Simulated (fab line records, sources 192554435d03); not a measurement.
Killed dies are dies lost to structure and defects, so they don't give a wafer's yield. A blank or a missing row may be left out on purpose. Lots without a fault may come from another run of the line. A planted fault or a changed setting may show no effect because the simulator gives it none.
fab line records | flow n5_finfet | part 1 of 2: steps 1 to 4 of 6
record lots=24 wafers=72 last_day=18
route steps=1938 shown BEOL_M5@1188 BEOL_M6@1195
lots that met no fault: from a run of the same line without faults
start_h: hours from the record's first day to the start of the lot's first wafer shown | wait_h: hours since the lot's step before | " the same as in the row above | L1.1+2: a row that stands for several wafers | - no value, or no start given | * or withheld: withheld | < > ~ a bound
route shown NAME@n: a module of which the file shows steps, and the number in the route of the first | usual: mean/standard deviation of fault-free wafers | same: alike in all rows | chamber/n: place in a boat | sites: the reading at each site | _std_site: their standard deviation | _edge_site: outer sites' mean less inner sites' | radius_mm: how far each site lies from the wafer's centre | mask NAME#n: copy n | behind: the tool/chamber that last shaped the wafer | hold: why the lot was held/for how many hours/how that ended | device: the transistor (n, p or np) that didn't switch | end of line: the same wafers' tests at the end of the route | a step without rows: its recipe alone | killed: dies lost to structure and defects at the first sort, not the wafer's yield | map: a wafer's dies, x killed, . not, _ none there
set.NAME: the setting as run; set.NAME@STEP: as run at that earlier step | model.NAME: the simulator's own value behind a step, which no gauge read
steps of the route over a sample of lots; a table a step, a row a wafer
services: from which hour (start_h, from the record's first day; less than 0 if before it) a tool's chamber was out of use, for how many hours, and why
## steps
# step N5_BEOL_M5_PRE_CLEAN_77
# recipe gas=NH3/H2 time_s=15 temp_c=* rf_power_w=300
# usual heater_power_outer_w=18/11 heater_power_w=81/25
# columns lot.wafer tool chamber start_h wait_h heater_power_outer_w heater_power_w
L074.4 cvd_co-02 1 183.76 0.1 10 57
L074.5 " 0 " " 26 101
L074.6 " 2 " " 0 44
L075.3 cvd_co-01 2 187.85 0.2 33 112
L075.4 " 1 " " 12 68
L075.5 " 2 " " 33 112
L076.2 cvd_co-02 1 189.44 0.0 10 58
L076.3 " 0 " " 26 100
L076.4 " 1 " " 10 58
L077.3 cvd_co-01 2 201.88 0.0 34 112
L077.4 " 2 " " 33 115
L077.5 " 0 " " 21 88
L078.1 cvd_co-01 2 206.24 0.2 33 116
L078.2 " 1 " " 11 69
L078.4 " 2 " " 34 116
L080.1 cvd_co-01 2 212.71 0.0 33 115
L080.2 " 0 " " 21 89
L080.5 " 1 " " 11 70
L079.1 cvd_co-01 2 214.89 0.4 33 115
L079.3 " 1 " " 12 68
L079.4 " 2 " " 33 113
L081.2 cvd_co-02 1 222.62 0.0 10 59
L081.3 " 0 " " 26 102
L081.6 " 2 " " 0 44
L083.3 cvd_co-02 2 233.79 0.0 0 44
L083.5 " 0 " " 26 102
L083.6 " 1 " " 10 58
L082.1 cvd_co-01 0 234.45 0.0 20 93
L082.4 " 0 " " 21 93
L082.5 " 1 " " 12 70
L084.3 cvd_co-02 2 238.58 0.0 0 44
L084.4 " 0 " " 27 99
L084.6 " 1 " " 10 59
L085.1 cvd_co-02 1 246.44 0.0 10 58
L085.3 " 0 " " 26 102
L085.5 " 2 " " 0 44
L086.1 cvd_co-02 0 259.42 0.0 26 102
L086.2 " 1 " " 10 59
L086.6 " 0 " " 26 99
L087.1 cvd_co-01 0 269.75 0.0 21 91
L087.5 " 2 " " 34 117
L087.6 " 0 " " 21 93
L089.3 cvd_co-02 2 288.20 0.0 0 45
L089.5 " 2 " " 0 43
L089.6 " 1 " " 11 59
L088.1 cvd_co-01 2 294.83 0.0 34 119
L088.2 " 1 " " 12 71
L088.5 " 1 " " 12 72
L090.1 cvd_co-01 0 298.13 0.0 21 93
L090.4 " 2 " " 34 115
L090.5 " 0 " " 21 93
L091.2 cvd_co-01 2 299.25 0.0 33 115
L091.3 " 0 " " 21 93
L091.5 " 1 " " 12 72
L093.1 cvd_co-01 0 305.30 0.0 21 92
L093.2 " 2 " " 34 115
L093.6 " 2 " " 34 118
L092.1 cvd_co-01 2 307.03 0.0 35 114
L092.4 " 2 " " 33 116
L092.6 " 1 " " 11 73
L094.3 cvd_co-02 0 313.92 0.0 27 101
L094.4 " 0 " " 26 102
L094.6 " 2 " " 0 44
L095.1 cvd_co-02 1 321.34 0.0 10 59
L095.5 " 1 " " 11 58
L095.6 " 2 " " 0 43
L097.3 cvd_co-02 2 329.19 0.0 0 45
L097.4 " 0 " " 26 103
L097.6 " 2 " " 0 46
L096.1 cvd_co-01 1 331.61 0.0 11 70
L096.2 " 2 " " 35 115
L096.4 " 1 " " 12 72
# step N5_BEOL_M6_CURE_74
# recipe temp_c=385 time_s=240 ambient=He/Ar material=SiCOH_lowk
# usual lamp_power_pct=52.31/0.05 wafer_temp_C_max=387.0/0.91
# columns lot.wafer tool chamber start_h wait_h lamp_power_pct wafer_temp_C_max
L074.4 uv_cure-03 0 184.33 0.3 52.30 387.3
L074.5 " 0 " " 52.28 386.9
L074.6 " 0 " " 52.33 386.8
L075.3 uv_cure-01 1 188.41 0.3 52.29 386.6
L075.4 " 1 " " 52.34 387.4
L075.5 " 1 " " 52.30 387.2
L076.2 uv_cure-03 2 189.87 0.1 52.29 387.8
L076.3 " 2 " " 52.38 387.7
L076.4 " 2 " " 52.32 387.3
L077.3 uv_cure-03 0 202.39 0.2 52.33 388.2
L077.4 " 0 " " 52.26 386.9
L077.5 " 0 " " 52.28 387.6
L078.1 uv_cure-03 1 206.63 0.0 52.32 385.7
L078.2 " 1 " " 52.31 386.1
L078.4 " 1 " " 52.43 385.7
L080.1 uv_cure-01 2 213.08 0.1 52.35 387.6
L080.2 " 2 " " 52.23 387.1
L080.5 " 2 " " 52.37 388.2
L079.1 uv_cure-01 0 215.26 0.1 52.38 386.6
L079.3 " 0 " " 52.35 386.1
L079.4 " 0 " " 52.37 386.2
L081.2 uv_cure-02 1 223.05 0.1 52.33 386.0
L081.3 " 1 " " 52.29 385.9
L081.6 " 1 " " 52.35 386.9
L083.3 uv_cure-01 0 234.30 0.2 52.25 386.2
L083.5 " 0 " " 52.29 386.9
L083.6 " 0 " " 52.40 386.3
L082.1 uv_cure-02 0 234.80 0.0 52.33 388.1
L082.4 " 0 " " 52.26 388.5
L082.5 " 0 " " 52.29 388.2
L084.3 uv_cure-03 2 239.09 0.2 52.38 386.7
L084.4 " 2 " " 52.39 387.5
L084.6 " 2 " " 52.31 387.2
L085.1 uv_cure-03 1 246.79 0.0 52.35 385.9
L085.3 " 1 " " 52.25 385.8
L085.5 " 1 " " 52.22 385.9
L086.1 uv_cure-01 0 260.76 1.0 52.41 386.2
L086.2 " 0 " " 52.21 386.1
L086.6 " 0 " " 52.34 386.4
L087.1 uv_cure-03 0 270.10 0.0 52.35 387.9
L087.5 " 0 " " 52.23 387.0
L087.6 " 0 " " 52.37 387.1
L089.3 uv_cure-01 0 288.71 0.2 52.34 385.8
L089.5 " 0 " " 52.36 386.0
L089.6 " 0 " " 52.29 386.0
L088.1 uv_cure-02 0 295.24 0.0 52.34 388.5
L088.2 " 0 " " 52.29 387.5
L088.5 " 0 " " 52.19 387.7
L090.1 uv_cure-01 2 298.48 0.0 52.32 388.0
L090.4 " 2 " " 52.36 387.3
L090.5 " 2 " " 52.22 387.1
L091.2 uv_cure-02 0 299.68 0.1 52.40 387.7
L091.3 " 0 " " 52.27 387.0
L091.5 " 0 " " 52.29 387.8
L093.1 uv_cure-03 2 305.68 0.0 52.32 387.2
L093.2 " 2 " " 52.23 387.8
L093.6 " 2 " " 52.39 387.8
L092.1 uv_cure-01 0 307.41 0.0 52.26 386.5
L092.4 " 0 " " 52.27 386.3
L092.6 " 0 " " 52.34 385.8
L094.3 uv_cure-03 2 314.45 0.2 52.29 387.8
L094.4 " 2 " " 52.24 388.4
L094.6 " 2 " " 52.39 387.8
L095.1 uv_cure-02 0 321.72 0.0 52.37 388.5
L095.5 " 0 " " 52.30 388.6
L095.6 " 0 " " 52.21 388.9
L097.3 uv_cure-02 1 329.70 0.2 52.28 386.2
L097.4 " 1 " " 52.32 386.0
L097.6 " 1 " " 52.29 386.1
L096.1 uv_cure-01 0 331.96 0.0 52.37 386.2
L096.2 " 0 " " 52.35 386.5
L096.4 " 0 " " 52.27 386.3
# step N5_BEOL_M6_CD_MEAS_11
# recipe target_cd_nm=38.5 landing_energy_ev=500 detector=se_inlens polarity=opening
# usual cd_nm=38.7/0.68
# columns lot.wafer tool chamber start_h wait_h cd_nm
L074.4 cd_sem-02 0 190.39 - 39.0
L074.5 " 0 " " 39.4
L074.6 " 0 " " 38.5
L075.3 cd_sem-01 0 190.43 - 39.2
L075.4 " 0 " " 39.0
L075.5 " 0 " " 39.2
L076.2 cd_sem-02 0 190.92 - 39.5
L076.3 " 0 " " 39.3
L076.4 " 0 " " 39.0
L077.3 cd_sem-02 0 204.08 - 38.6
L077.4 " 0 " " 39.2
L077.5 " 0 " " 38.2
L078.1 cd_sem-03 0 208.93 - 38.8
L078.2 " 0 " " 38.4
L078.4 " 0 " " 38.1
L080.1 cd_sem-03 0 214.23 - 39.1
L080.2 " 0 " " 39.5
L080.5 " 0 " " 38.2
L079.1 cd_sem-02 0 217.84 - 38.4
L079.3 " 0 " " 38.3
L079.4 " 0 " " 37.7
L081.2 cd_sem-02 0 225.16 - 38.6
L081.3 " 0 " " 38.7
L081.6 " 0 " " 39.2
L083.3 cd_sem-01 0 237.62 - 39.4
L083.5 " 0 " " 38.5
L083.6 " 0 " " 38.3
L082.1 cd_sem-02 0 237.93 - 39.9
L082.4 " 0 " " 38.3
L082.5 " 0 " " 39.3
L084.3 cd_sem-02 0 240.76 - 39.3
L084.4 " 0 " " 39.5
L084.6 " 0 " " 37.7
L085.1 cd_sem-01 0 247.99 - 40.2
L085.3 " 0 " " 38.5
L085.5 " 0 " " 39.0
L086.1 cd_sem-02 0 263.68 - 37.8
L086.2 " 0 " " 37.6
L086.6 " 0 " " 37.1
L087.1 cd_sem-03 0 271.63 - 39.5
L087.5 " 0 " " 39.1
L087.6 " 0 " " 39.0
L089.3 cd_sem-03 0 290.04 - 37.9
L089.5 " 0 " " 39.6
L089.6 " 0 " " 39.3
L088.1 cd_sem-01 0 298.25 - 39.5
L088.2 " 0 " " 38.9
L088.5 " 0 " " 40.0
L090.1 cd_sem-01 0 303.57 - 38.1
L090.4 " 0 " " 37.9
L090.5 " 0 " " 38.3
L091.2 cd_sem-01 0 303.85 - 38.2
L091.3 " 0 " " 38.3
L091.5 " 0 " " 38.7
L093.1 cd_sem-02 0 307.48 - 39.1
L093.2 " 0 " " 38.8
L093.6 " 0 " " 38.6
L092.1 cd_sem-03 0 308.73 - 38.8
L092.4 " 0 " " 37.8
L092.6 " 0 " " 39.8
L094.3 cd_sem-01 0 315.38 - 37.9
L094.4 " 0 " " 39.0
L094.6 " 0 " " 38.4
L095.1 cd_sem-02 0 323.18 - 37.9
L095.5 " 0 " " 37.8
L095.6 " 0 " " 38.2
L097.3 cd_sem-03 0 331.52 - 39.8
L097.4 " 0 " " 39.6
L097.6 " 0 " " 38.7
L096.1 cd_sem-01 0 336.79 - 38.4
L096.2 " 0 " " 40.5
L096.4 " 0 " " 38.8
# step N5_BEOL_M6_ETCH_62
# recipe chemistry=N2/H2 target=SOC target_depth_a=1100 overetch_a=220 mask_material=SiARC temp_c=40 time_s=165 ion_energy_ev=200 pressure_mtorr=30 source_w=840 bias_w=150 n2_flow_sccm=200 h2_flow_sccm=200
# usual drypump_motor_current_A=5.5/0.54 n2_flow_sccm=199.9/0.53 oes_product_au=0.66/0.069 rf_vpp_V=523.9/2.9 showerhead_plenum_p_Torr=2.54/0.096 throttle_valve_pct=17.7/0.33
# columns lot.wafer tool chamber start_h wait_h drypump_motor_current_A n2_flow_sccm oes_product_au rf_hours_counter_h rf_vpp_V showerhead_plenum_p_Torr throttle_valve_pct
L074.4 rie_diel-05 2 190.56 0.0 6.2 199.0 0.60 199 520.0 2.43 18.2
L074.5 " 0 " " 5.2 199.9 0.61 - 524.1 2.51 17.5
L074.6 " 3 " " 4.8 200.0 0.61 - 526.4 2.64 17.8
L075.3 rie_diel-03 1 190.60 0.0 5.4 200.7 0.74 31 523.4 2.46 17.2
L075.4 " 3 " " 6.4 199.2 0.64 - 521.2 2.44 18.1
L075.5 " 0 " " 5.2 199.6 0.76 - 530.2 2.69 17.5
L076.2 rie_diel-03 0 191.29 0.0 5.2 199.7 0.76 17 529.6 2.69 17.5
L076.3 " 3 " " 6.5 199.9 0.64 135 521.7 2.44 18.1
L076.4 " 1 " " 5.4 199.4 0.72 - 521.2 2.46 17.2
L077.3 rie_diel-03 3 204.89 0.0 6.5 200.3 0.63 140 521.5 2.44 18.1
L077.4 " 1 " " 5.4 199.7 0.73 37 522.9 2.46 17.2
L077.5 " 1 " " 5.4 200.3 0.72 - 521.7 2.46 17.2
L078.1 rie_diel-01 2 209.20 0.0 5.5 200.8 0.76 27 528.2 2.70 17.3
L078.2 " 0 " " 6.0 199.4 0.58 221 526.0 2.62 18.0
L078.4 " 1 " " 5.9 199.6 0.60 192 526.9 2.62 17.9
L080.1 rie_diel-05 3 214.41 0.0 4.8 200.9 0.60 202 526.4 2.64 17.9
L080.2 " 1 " " 5.4 199.3 0.61 194 523.1 2.50 17.8
L080.5 " 3 " " 4.8 200.8 0.60 - 526.7 2.64 17.9
L079.1 rie_diel-05 2 218.19 0.0 6.2 199.7 0.58 208 521.4 2.43 18.2
L079.3 " 0 " " 5.3 200.2 0.60 199 523.1 2.51 17.5
L079.4 " 1 " " 5.4 200.4 0.61 195 523.4 2.50 17.8
L081.2 rie_diel-01 2 225.37 0.0 5.6 200.2 0.75 32 528.5 2.70 17.3
L081.3 " 3 " " 5.7 199.6 0.76 23 520.9 2.48 17.4
L081.6 " 0 " " 6.0 199.0 0.58 - 524.8 2.62 18.0
L083.3 rie_diel-05 3 237.79 0.0 4.8 200.1 0.60 209 526.8 2.63 17.9
L083.5 " 2 " " 6.3 200.5 0.58 - 521.3 2.42 18.2
L083.6 " 1 " " 5.4 200.1 0.61 - 524.2 2.50 17.8
L082.1 rie_diel-01 1 238.11 0.0 5.9 199.4 0.59 202 526.9 2.61 17.9
L082.4 " 3 " " 5.7 200.1 0.75 - 522.7 2.48 17.4
L082.5 " 1 " " 5.9 199.7 0.59 - 525.1 2.61 17.9
L084.3 rie_diel-05 2 241.27 0.0 6.3 200.5 0.59 219 520.5 2.42 18.2
L084.4 " 2 " " 6.2 199.4 0.58 - 519.5 2.42 18.2
L084.6 " 3 " " 4.8 200.4 0.60 - 526.6 2.63 17.9
L085.1 rie_diel-03 0 248.31 0.0 5.2 199.6 0.73 37 527.9 2.68 17.5
L085.3 " 2 " " 4.7 199.4 0.78 16 522.4 2.50 17.5
L085.5 " 3 " " 6.5 200.6 0.63 - 520.7 2.44 18.2
L086.1 rie_diel-03 3 263.86 0.0 6.4 199.1 0.62 161 520.8 2.43 18.2
L086.2 " 0 " " 5.2 200.8 0.72 42 527.2 2.68 17.5
L086.6 " 0 " " 5.2 200.3 0.73 - 529.4 2.68 17.6
L087.1 rie_diel-03 2 271.81 0.0 4.8 199.8 0.77 23 521.7 2.50 17.5
L087.5 " 1 " " 5.4 199.4 0.70 - 521.5 2.45 17.2
L087.6 " 0 " " 5.2 199.7 0.72 - 527.2 2.68 17.5
L089.3 rie_diel-03 0 290.22 0.0 5.2 199.4 0.70 50 529.1 2.68 17.6
L089.5 " 1 " " 5.4 198.9 0.69 - 522.1 2.45 17.2
L089.6 " 2 " " 4.7 200.2 0.76 - 523.4 2.50 17.5
L088.1 rie_diel-01 3 298.43 0.0 5.7 199.3 0.72 49 520.6 2.47 17.4
L088.2 " 2 " " 5.6 198.9 0.73 56 528.2 2.69 17.3
L088.5 " 1 " " 5.9 200.5 0.58 - 525.4 2.60 18.0
L090.1 rie_diel-03 0 303.75 0.0 5.2 200.1 0.71 54 527.3 2.68 17.6
L090.4 " 1 " " 5.4 200.0 0.69 68 521.6 2.45 17.3
L090.5 " 3 " " 6.5 199.4 0.61 - 520.3 2.43 18.2
L091.2 rie_diel-03 0 304.03 0.0 5.2 199.9 0.71 54 529.2 2.68 17.6
L091.3 " 2 " " 4.7 199.7 0.76 34 522.4 2.49 17.6
L091.5 " 1 " " 5.4 200.4 0.68 - 521.2 2.45 17.2
L093.1 rie_diel-01 2 307.73 0.0 5.5 199.6 0.72 60 527.4 2.69 17.3
L093.2 " 1 " " 5.9 200.0 0.58 228 527.8 2.60 18.0
L093.6 " 2 " " 5.5 199.7 0.72 - 526.7 2.69 17.3
L092.1 rie_diel-03 0 308.91 0.0 5.2 200.0 0.70 56 530.4 2.68 17.6
L092.4 " 2 " " 4.7 200.3 0.75 36 522.2 2.49 17.5
L092.6 " 2 " " 4.7 200.0 0.75 - 522.8 2.49 17.5
L094.3 rie_diel-05 2 315.55 0.0 6.2 200.1 0.57 239 520.5 2.42 18.3
L094.4 " 3 " " 4.8 199.7 0.58 237 527.2 2.62 17.9
L094.6 " 3 " " 4.8 199.9 0.58 - 525.4 2.62 17.9
L095.1 rie_diel-03 2 323.36 0.0 4.7 200.0 0.75 40 522.3 2.49 17.5
L095.5 " 2 " " 4.7 199.3 0.75 - 524.1 2.49 17.6
L095.6 " 1 " " 5.4 200.5 0.68 - 523.0 2.45 17.3
L097.3 rie_diel-03 1 331.72 0.0 5.4 199.7 0.68 77 522.5 2.45 17.3
L097.4 " 2 " " 4.7 201.8 0.74 44 523.9 2.49 17.6
L097.6 " 0 " " 5.2 200.3 0.70 - 528.1 2.67 17.6
L096.1 rie_diel-05 2 337.36 0.0 6.3 200.1 0.58 245 521.2 2.41 18.3
L096.2 " 3 " " 4.8 199.1 0.58 244 525.4 2.62 17.9
L096.4 " 2 " " 6.2 199.1 0.57 - 520.5 2.41 18.3
